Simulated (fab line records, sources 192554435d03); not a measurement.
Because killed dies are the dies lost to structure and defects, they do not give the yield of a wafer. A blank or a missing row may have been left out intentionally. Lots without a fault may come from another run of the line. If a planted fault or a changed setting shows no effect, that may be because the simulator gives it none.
fab line records | flow n5Finfet
record: lots: 6 wafers: 18 lastDay: 16
route steps=1938 shown BEOL_M14@1721 PASSIVATION@1936
lots with no fault: from the same line, run without faults
startH: hours from the record's opening day to when the first of the lot's shown wafers began | waitH: hours elapsed since this lot's preceding step | " identical to the entry in the row above | L1.1+2: several wafers, shown together as one row | - either no value or no given start | * or withheld: withheld | < > ~ a bound
route shown NAME@n: a module of which the file shows steps, and the number in the route of the first | usual: mean and standard deviation over wafers with no fault | same: alike in all rows | chamber/n: place in a boat | sites: each site's reading | _std_site: standard deviation across them | _edge_site: inner sites' mean taken away from outer sites' mean | radiusMm: for every site, how far away it sits from the centre of the wafer | mask NAME#n: copy n | behind: the tool/chamber that last shaped the wafer | hold: the reason the lot was held/the length of the hold in hours/how it ended | device: whichever transistor did not switch (one of n, p or np) | end of line: at the end of the route, the tests of the same wafers | where a step has no rows: the recipe by itself | killed: count of dies lost to structure and defects at first sort (not the wafer's yield) | map: dies across one wafer; x = killed, . = not, _ = none there
set.NAME: the setting that was run; set.NAME@STEP: the one run at that earlier step | model.NAME: the simulator's own value behind a step, which no gauge read
a table for each step, a row for each wafer; lots at some steps of the route
services: the hour from which a tool's chamber was out of use, counted from the record's first day as startH (under 0 if before that day), plus the number of hours and why
== steps ==
step: N5_BEOL_M14_SOFTBAKE_05
recipe: tempC: 130 timeS: 60
step: N5_BEOL_M14_EXPOSE_07
recipe: maskId: V13 na: 0.8 sourceShape: annular sigmaInner: 0.5 sigmaOuter: 0.8 polarization: unpolarized attpsmPhaseDeg: 180 doseMj: 57
step: N5_BEOL_M14_PEB_08
recipe: pebTempC: 130 pebTimeS: 90
step: N5_BEOL_M14_DEVELOP_09
recipe: developTimeS: 45 rinseLiquid: diw dry: airSpin devTempC: 21
step: N5_BEOL_M14_HARDBAKE_14
recipe: tempC: 130 timeS: 120
step: N5_BEOL_M14_CD_MEAS_10
recipe: targetCdNm: 250 landingEnergyEv: 500 detector: seInlens polarity: opening
usual: cdNm: 249.6/1.7
columns lot.wafer tool chamber startH waitH cdNm
L973.2 cdSem-02 0 243.10 - 251.5
L973.3 " 0 " " 250.7
L973.5 " 0 " " 251.7
L982.3 cdSem-01 0 296.61 - 251.6
L982.5 " 0 " " 250.1
L982.6 " 0 " " 251.1
L987.3 cdSem-02 0 325.70 - 252.4
L987.4 " 0 " " 248.9
L987.5 " 0 " " 248.9
L989.1 cdSem-01 0 338.25 - 247.2
L989.2 " 0 " " 249.0
L989.6 " 0 " " 251.0
L988.2 cdSem-03 0 338.60 - 248.5
L988.3 " 0 " " 247.2
L988.6 " 0 " " 248.9
L991.1 cdSem-02 0 365.28 - 248.0
L991.2 " 0 " " 250.7
L991.5 " 0 " " 248.9
step: N5_BEOL_M14_OVL_MEAS_11
recipe: pointsPerWafer: 44
usual: V13_OVL: 1/4.8
columns lot.wafer tool chamber startH waitH V13_OVL[nm]
L973.2 overlay-02 0 243.13 0.0 10
L973.3 " 0 " " 3
L973.5 " 0 " " 9
L982.3 overlay-02 0 296.64 0.0 5
L982.5 " 0 " " 3
L982.6 " 0 " " 1
L987.3 overlay-02 0 325.73 0.0 0
L987.4 " 0 " " -5
L987.5 " 0 " " 4
L989.1 overlay-01 0 338.28 0.0 -3
L989.2 " 0 " " -3
L989.6 " 0 " " -3
L988.2 overlay-02 0 338.63 0.0 1
L988.3 " 0 " " 5
L988.6 " 0 " " 1
L991.1 overlay-01 0 365.31 0.0 -1
L991.2 " 0 " " 6
L991.5 " 0 " " 10
step: N5_BEOL_M14_INSPECT_12
recipe: mode: adi inspectInstrument: macro
usual: rawDefectCount: 1.9/1.4
columns lot.wafer tool chamber startH waitH rawDefectCount
L973.2 defectInspect-02 - 243.15 0.0 2
L973.3 " - " " 2
L973.5 " - " " 2
L982.3 defectInspect-02 - 296.67 0.0 1
L982.5 " - " " 0
L982.6 " - " " 3
L987.3 defectInspect-01 - 325.75 0.0 1
L987.4 " - " " 2
L987.5 " - " " 4
L989.1 defectInspect-02 - 338.30 0.0 0
L989.2 " - " " 6
L989.6 " - " " 4
L988.2 defectInspect-02 - 338.65 0.0 1
L988.3 " - " " 2
L988.6 " - " " 1
L991.1 defectInspect-01 - 365.33 0.0 3
L991.2 " - " " 0
L991.5 " - " " 2
step: N5_BEOL_M14_DESCUM_15
recipe: chemistry: O2 timeS: 7.9 sourcePowerW: 50 biasPowerW: 20 pressureMtorr: 20 rfFrequencyHz: 2.712e+07 tempC: 40 o2FlowSccm: 225
usual: chamberPressureMTorr: 19.998/0.02 drypumpMotorCurrentA: 5.5/0.52 oesProductAu: 0.78/0.082 rfFwdPowerW: 49.46/0.22 rfVppV: 243.2/1.6 showerheadPlenumPTorr: 2.09/0.086 throttleValvePct: 20.45/0.23
columns lot.wafer tool chamber startH waitH chamberPressureMTorr drypumpMotorCurrentA oesProductAu rfFwdPowerW rfHoursCounterH rfVppV showerheadPlenumPTorr throttleValvePct
L973.2 rieDiel-04 0 243.19 0.0 20.021 5.7 0.68 49.60 235 244.0 2.14 20.39
L973.3 " 1 " " 19.997 5.9 0.73 49.92 201 242.0 1.98 20.26
L973.5 " 3 " " 19.979 5.0 0.74 49.37 - 242.8 2.08 20.57
L982.3 rieDiel-05 3 296.90 0.2 19.984 6.4 0.92 49.25 17 246.0 2.22 20.13
L982.5 " 3 " " 20.002 6.4 0.92 49.03 - 245.1 2.23 20.14
L982.6 " 2 " " 20.017 5.4 0.82 48.97 - 246.3 2.20 20.28
L987.3 rieDiel-05 0 325.93 0.2 19.984 5.9 0.72 49.55 175 245.0 2.17 20.75
L987.4 " 2 " " 20.001 5.4 0.81 49.27 104 244.2 2.20 20.28
L987.5 " 2 " " 20.016 5.4 0.81 49.10 - 245.8 2.20 20.26
L989.1 rieDiel-04 3 338.34 0.0 20.004 5.1 0.72 49.36 180 242.9 2.07 20.60
L989.2 " 2 " " 20.015 6.3 0.80 49.55 112 242.6 2.03 20.77
L989.6 " 0 " " 20.011 5.7 0.94 49.54 - 244.3 2.13 20.09
L988.2 rieDiel-06 2 338.69 0.0 20.003 5.3 0.69 49.53 243 242.3 2.06 20.69
L988.3 " 3 " " 20.013 4.8 0.87 49.41 60 245.0 2.22 20.50
L988.6 " 3 " " 19.996 4.8 0.86 49.52 - 242.8 2.22 20.49
L991.1 rieDiel-05 3 365.37 0.0 19.987 6.4 0.88 49.39 39 244.7 2.22 20.19
L991.2 " 2 " " 20.038 5.4 0.79 49.21 114 245.1 2.19 20.30
L991.5 " 2 " " 20.010 5.4 0.79 49.07 - 244.7 2.19 20.30
step: N5_BEOL_M14_ETCH_59
recipe: chemistry: N2/H2 target: BARC targetDepthA: 890 overetchA: 267 timeS: 67.9 ionEnergyEv: 200 pressureMtorr: 30 sourceW: 840 biasW: 150 n2FlowSccm: 200 h2FlowSccm: 200
usual: chamberPressureMTorr: 30.002/0.029 drypumpMotorCurrentA: 5.6/0.52 oesProductAu: 0.67/0.069 rfFwdPowerW: 833.5/2.9 rfVppV: 524.1/2.9 showerheadPlenumPTorr: 2.55/0.1 throttleValvePct: 17.96/0.19
columns lot.wafer tool chamber startH waitH chamberPressureMTorr drypumpMotorCurrentA oesProductAu rfFwdPowerW rfHoursCounterH rfVppV showerheadPlenumPTorr throttleValvePct
L973.2 rieDiel-04 0 243.22 0.0 29.984 5.7 0.59 833.1 235 525.3 2.62 18.11
L973.3 " 1 " " 29.998 5.9 0.63 835.4 201 521.2 2.43 17.88
L973.5 " 3 " " 30.000 5.0 0.64 831.1 - 524.6 2.53 17.97
L982.3 rieDiel-05 3 296.94 0.0 30.013 6.4 0.79 834.8 17 528.4 2.70 17.59
L982.5 " 3 " " 29.981 6.4 0.78 829.1 - 527.3 2.70 17.58
L982.6 " 2 " " 30.011 5.4 0.71 830.2 - 526.8 2.69 17.85
L987.3 rieDiel-05 0 325.97 0.0 30.037 5.9 0.61 837.5 175 527.1 2.63 18.15
L987.4 " 2 " " 29.988 5.4 0.69 832.3 104 526.7 2.69 17.85
L987.5 " 2 " " 30.053 5.4 0.69 835.7 - 527.1 2.69 17.85
L989.1 rieDiel-04 3 338.37 0.0 30.067 5.0 0.62 832.0 180 521.7 2.52 18.04
L989.2 " 2 " " 29.958 6.3 0.68 833.6 112 521.8 2.46 18.09
L989.6 " 0 " " 30.003 5.7 0.81 834.7 - 524.4 2.61 17.75
L988.2 rieDiel-06 2 338.72 0.0 29.994 5.3 0.59 833.3 243 521.5 2.51 18.24
L988.3 " 3 " " 30.012 4.9 0.73 832.6 60 527.1 2.69 18.02
L988.6 " 3 " " 30.006 4.9 0.73 833.2 - 527.4 2.69 18.01
L991.1 rieDiel-05 3 365.40 0.0 30.038 6.4 0.75 834.7 39 526.5 2.69 17.61
L991.2 " 2 " " 29.945 5.4 0.69 832.7 114 528.3 2.68 17.89
L991.5 " 2 " " 30.011 5.4 0.70 829.5 - 526.7 2.68 17.88
step: N5_BEOL_M14_VIA_ETCH_16
recipe: chemistry: C4F8/O2/Ar target: SiO2 heInnerTorr: 15 heOuterTorr: 30 targetDepthA: 12313 timeS: withheld ionEnergyEv: 800 pressureMtorr: 20 sourceW: 1905 biasW: 2040 Ar_flow_sccm: 400 C4F8_flow_sccm: 16 O2_flow_sccm: 12 ends: cleared
usual: O2_flow_sccm: 12.00/0.036 chamberPressureMTorr: 19.998/0.018 drypumpMotorCurrentA: 5.6/0.52 heInnerTorr: 15.00/0.031 oesProductAu: 0.70/0.074 rfFwdPowerW: 1900/5.8 rfVppV: 2202/26 showerheadPlenumPTorr: 3.45/0.13 throttleValvePct: 31.0/0.34
columns lot.wafer tool chamber startH waitH O2_flow_sccm chamberPressureMTorr drypumpMotorCurrentA heInnerTorr oesProductAu rfFwdPowerW rfVppV showerheadPlenumPTorr throttleValvePct
L973.2 rieDiel-04 0 243.27 0.0 11.94 20.002 5.8 15.00 0.61 1904 2214 3.54 31.0
L973.3 " 1 " " 11.97 19.996 5.9 15.03 0.65 1910 2218 3.25 30.4
L973.5 " 3 " " 12.02 19.996 5.0 15.00 0.67 1901 2220 3.45 31.2
L982.3 rieDiel-05 3 296.99 0.0 11.97 20.022 6.4 14.99 0.82 1898 2190 3.64 30.6
L982.5 " 3 " " 12.01 20.015 6.4 14.99 0.83 1904 2191 3.64 30.6
L982.6 " 2 " " 12.01 19.992 5.4 15.03 0.73 1891 2213 3.57 30.4
L987.3 rieDiel-05 0 326.02 0.0 11.99 20.002 5.9 14.99 0.65 1905 2218 3.59 31.4
L987.4 " 2 " " 11.99 19.999 5.4 15.02 0.72 1910 2212 3.56 30.4
L987.5 " 2 " " 12.00 19.980 5.4 15.02 0.72 1906 2212 3.56 30.4
L989.1 rieDiel-04 3 338.42 0.0 11.95 20.023 5.0 14.99 0.66 1900 2218 3.44 31.3
L989.2 " 2 " " 11.98 19.967 6.3 14.95 0.72 1900 2184 3.35 31.4
L989.6 " 0 " " 12.03 19.978 5.7 15.02 0.85 1905 2215 3.52 30.8
L988.2 rieDiel-06 2 338.77 0.0 11.94 19.997 5.3 14.98 0.63 1898 2165 3.37 30.9
L988.3 " 3 " " 11.96 19.988 4.8 15.03 0.79 1895 2213 3.65 31.3
L988.6 " 3 " " 11.99 19.994 4.8 15.03 0.78 1896 2213 3.65 31.3
L991.1 rieDiel-05 3 365.46 0.0 11.98 20.027 6.4 15.02 0.78 1900 2189 3.63 30.7
L991.2 " 2 " " 11.97 20.020 5.4 15.02 0.71 1890 2213 3.56 30.4
L991.5 " 2 " " 11.99 20.019 5.4 15.03 0.70 1886 2211 3.56 30.4
step: N5_BEOL_M14_STRIP_63
recipe: chemistry: O2 powerW: 600 tempC: 60 pressureMtorr: 30 rfFrequencyHz: 6e+07 biasPowerW: 0 overashFraction: 0.3 o2FlowSccm: 225
usual: chamberPressureMTorr: 30.00/0.046 drypumpMotorCurrentA: 5.6/0.52 oesProductAu: 0.78/0.084 rfVppV: 3.7/0.89 showerheadPlenumPTorr: 2.10/0.086 throttleValvePct: 16.70/0.23
same: biasPowerW: 0
columns lot.wafer tool chamber startH waitH chamberPressureMTorr drypumpMotorCurrentA oesProductAu rfHoursCounterH rfVppV showerheadPlenumPTorr throttleValvePct
L973.2 rieDiel-04 0 - - 30.03 5.7 0.67 235 4.4 2.14 16.70
L973.3 " 1 " " 29.99 5.8 0.74 201 4.7 1.99 16.58
L973.5 " 3 " " 30.03 5.1 0.74 - 4.3 2.09 16.81
L982.3 rieDiel-05 3 - - 30.02 6.4 0.92 17 4.7 2.23 16.34
L982.5 " 3 " " 29.97 6.4 0.94 - 2.9 2.23 16.34
L982.6 " 2 " " 30.09 5.4 0.82 - 3.6 2.20 16.51
L987.3 rieDiel-05 0 - - 30.07 5.9 0.72 175 4.3 2.18 17.02
L987.4 " 2 " " 30.04 5.4 0.79 104 3.8 2.20 16.52
L987.5 " 2 " " 29.98 5.4 0.80 - 3.3 2.20 16.52
L989.1 rieDiel-04 3 - - 30.02 5.1 0.71 180 2.7 2.08 16.86
L989.2 " 2 " " 29.99 6.3 0.80 112 4.8 2.03 16.94
L989.6 " 0 " " 29.97 5.8 0.94 - 3.6 2.13 16.29
L988.2 rieDiel-06 2 - - 29.94 5.3 0.70 244 3.6 2.06 17.00
L988.3 " 3 " " 29.95 4.9 0.86 60 3.4 2.22 16.63
L988.6 " 3 " " 30.00 4.8 0.87 - 4.1 2.22 16.68
L991.1 rieDiel-05 3 - - 30.03 6.4 0.89 39 4.0 2.22 16.40
L991.2 " 2 " " 29.97 5.4 0.80 115 4.2 2.20 16.58
L991.5 " 2 " " 30.05 5.4 0.79 - 2.7 2.20 16.56
step: N5_BEOL_M14_STRIP_64
recipe: chemistry: O2 powerW: 600 tempC: 60 pressureMtorr: 30 rfFrequencyHz: 6e+07 biasPowerW: 0 overashFraction: 0.3 o2FlowSccm: 225
usual: biasPowerW: 0/0 chamberPressureMTorr: 30.000/0.025 drypumpMotorCurrentA: 5.6/0.51 oesProductAu: 0.78/0.083 rfVppV: 3.6/0.47 showerheadPlenumPTorr: 2.10/0.086 throttleValvePct: 16.70/0.23
columns lot.wafer tool chamber startH waitH biasPowerW chamberPressureMTorr drypumpMotorCurrentA oesProductAu rfHoursCounterH rfVppV showerheadPlenumPTorr throttleValvePct model.BARC_of_BEOL_M14_COAT_58.thkNm
L973.2 rieDiel-04 0 243 - 0 30.011 5.8 0.67 235 3.9 2.14 16.69 0
L973.3 " 1 " " 0 29.993 5.8 0.73 201 3.4 1.99 16.58 0
L973.5 " 3 " " 0 29.960 5.0 0.74 - 3.8 2.09 16.81 0
L982.3 rieDiel-05 3 297 - 0 29.996 6.4 0.92 17 3.9 2.23 16.35 0
L982.5 " 3 " " 0 30.014 6.4 0.93 - 3.8 2.23 16.35 0
L982.6 " 2 " " 0 29.997 5.3 0.82 - 3.7 2.20 16.53 0
L987.3 rieDiel-05 0 326 - - - - - - - - - 88.8
L987.4 " 2 " " - - - - - - - - 89
L987.5 " 2 " " - - - - - - - - 88.8
L988.2 rieDiel-06 2 338 - - - - - - - - - 89
L988.3 " 3 " " - - - - - - - - 88.6
L988.6 " 3 339 - - - - - - - - - 88.8
L989.1 rieDiel-04 3 339 - 0 30.002 5.1 0.71 181 4.9 2.08 16.87 0
L989.2 " 2 " " 0 30.000 6.3 0.79 112 3.4 2.03 16.97 0
L989.6 " 0 " " 0 29.950 5.8 0.94 - 2.3 2.13 16.31 0
L991.1 rieDiel-05 3 365 - 0 29.982 6.4 0.89 39 3.2 2.22 16.40 0
L991.2 " 2 " " 0 30.026 5.4 0.79 115 3.6 2.20 16.57 0
L991.5 " 2 " " 0 29.998 5.4 0.80 - 4.0 2.20 16.58 0
step: N5_BEOL_M14_STRIP_71
recipe: chemistry: postEtchResidueRemover timeS: 60 tempC: 25 removerPh: withheld removerWaterWtPct: withheld removerFluorideWtPct: withheld
step: N5_PASSIVATION_PROBE_49
usual: defectLimitedYield: 91.3/1.5 killed_at_M0_to_M3: 35/10 killed_at_M4_up: 12/4.6 killedAtContacts: 13/6.6 killedAtFrontEnd: 39/11 killedAtOther: 4/3.4 killedDies: 103/17 killedOpen: 67/13 killedShort: 35/8.2 sort_bin_5_function: 5.1/0.94 sort_bin_6_memory: 3.2/0.7 sort_bin_8_speed: 0.00/0.03 sortNPass: 1077/17 sortYieldPct: 91.3/1.5
same: grossDies: 1180 killedAtBackSide: 0 sort_bin_4_leakage[%]: 0
columns lot.wafer tool chamber startH waitH defectLimitedYield[%] killed_at_M0_to_M3 killed_at_M4_up killedAtContacts killedAtFrontEnd killedAtOther killedDies killedOpen killedShort sort_bin_5_function[%] sort_bin_6_memory[%] sort_bin_8_speed[%] sortNPass sortYieldPct[%]
L989.1 prober-01 - 376.85 0.0 89.8 21 15 28 47 9 120 81 39 6.1 3.7 0 1060 89.8
L989.2 prober-01 - 376.90 0.1 91.4 25 12 22 30 12 101 73 27 4.8 3.6 0 1079 91.4
L989.6 prober-01 - 377.10 0.3 89.0 43 11 24 44 8 130 81 48 6.2 4.5 0 1050 89.0
L991.1 prober-02 - 388.98 0.0 90.7 18 7 14 66 5 110 57 51 5.9 2.9 0 1070 90.7
L991.2 prober-02 - 389.03 0.1 90.4 37 9 14 46 7 113 71 39 5.2 4.2 0 1067 90.4
L991.5 prober-02 - 389.18 0.2 92.5 12 8 11 54 3 88 63 25 4.7 2.7 0 1092 92.5
killed by level:class
L989.1 MOL_CONTACT_COAG:geometricParticle:open=25 FIN_SAQP:geometricParticle:short=11 STI_FIN_REVEAL:geometricParticle:open=7 GATE_CUT:geometricParticle:short=7 FIN_SAQP:geometricParticle:open=6 DUMMY_GATE:geometricParticle:short=4 BEOL_M2:geometricParticle:open=4 BEOL_M0_SAQP:geometricParticle:open=4
L989.2 MOL_CONTACT_COAG:geometricParticle:open=19 FIN_SAQP:geometricParticle:short=7 FIN_SAQP:geometricParticle:open=6 BEOL_M0_SAQP:geometricParticle:open=6 BEOL_M1:geometricParticle:open=6 MIM_TOP_ETCH:geometricParticle:open=5 STI_FIN_REVEAL:geometricParticle:open=4 MIM_TOP_ETCH:geometricParticle:short=4
L989.6 MOL_CONTACT_COAG:geometricParticle:open=21 FIN_SAQP:geometricParticle:short=16 BEOL_M1:geometricParticle:open=13 BEOL_M0_SAQP:geometricParticle:open=8 GATE_CUT:geometricParticle:short=7 BEOL_M0_SAQP:geometricParticle:short=7 ILD0:geometricParticle:short=5 ILD0:geometricParticle:open=5
L991.1 FIN_SAQP:geometricParticle:short=19 STI_FIN_REVEAL:geometricParticle:open=16 FIN_SAQP:geometricParticle:open=13 MOL_CONTACT_COAG:geometricParticle:open=10 BEOL_M0_SAQP:geometricParticle:short=7 STI_FIN_REVEAL:geometricParticle:short=6 GATE_CUT:geometricParticle:short=4 MOL_CONTACT_COAG:geometricParticle:short=4
L991.2 BEOL_M0_SAQP:geometricParticle:short=13 MOL_CONTACT_COAG:geometricParticle:open=12 FIN_SAQP:geometricParticle:open=11 STI_FIN_REVEAL:geometricParticle:open=11 FIN_SAQP:geometricParticle:short=10 BEOL_M2:geometricParticle:open=9 BEOL_M0_SAQP:geometricParticle:open=9 STARTING-WAFER:geometricParticle:open=4
L991.5 FIN_SAQP:geometricParticle:open=21 STI_FIN_REVEAL:geometricParticle:open=10 MOL_CONTACT_COAG:geometricParticle:open=10 FIN_SAQP:geometricParticle:short=9 DUMMY_GATE:geometricParticle:open=4 BEOL_M0_SAQP:geometricParticle:short=4 BEOL_M5:geometricParticle:open=4 BEOL_M2:geometricParticle:open=3
== services ==
columns tool chamber startH hours kind
rieDiel-04 0 224.29 7.6 repair
rieDiel-05 3 226.40 - clean
rieDiel-05 3 226.40 - consumableReplace:focusRing
rieDiel-05 3 226.40 - consumableReplace:showerhead
rieDiel-05 3 226.40 20.0 scheduledDown
rieDiel-05 3 226.40 20.0 ventCycle
rieDiel-04 - 228.63 2.8 pm
rieDiel-06 3 258.82 2.4 repair
rieDiel-04 0 292.44 - clean
rieDiel-04 0 292.44 - consumableReplace:focusRing
rieDiel-04 0 292.44 17.5 scheduledDown
rieDiel-04 0 292.44 17.5 ventCycle
rieDiel-04 3 323.85 12.5 repair
rieDiel-04 2 328.65 1.8 repair
rieDiel-06 1 330.77 13.6 repair
rieDiel-05 - 352.93 2.8 pm
rieDiel-06 2 358.97 - clean
rieDiel-06 2 358.97 - consumableReplace:focusRing
rieDiel-06 2 358.97 15.0 scheduledDown
rieDiel-06 2 358.97 15.0 ventCycle
== key ==
firstSign: step: N5_BEOL_M14_STRIP_64 reading: toolRecord direction: missing
effect none on later readings
modelEffect: step: N5_BEOL_M14_STRIP_64 value: BARC_of_BEOL_M14_COAT_58.thkNm without: 0 struck: 88.83
metAt N5_BEOL_M14_STRIP_64
struckWafers L987.3,L987.4,L987.5,L988.2,L988.3,L988.6
onsetBetween 297 326
fault: kind: skippedStepWhole tool: rieDiel-05,rieDiel-06 chamber: - onsetH: 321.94 steps: N5_BEOL_M14_STRIP_64 scope: struckLotsOnly
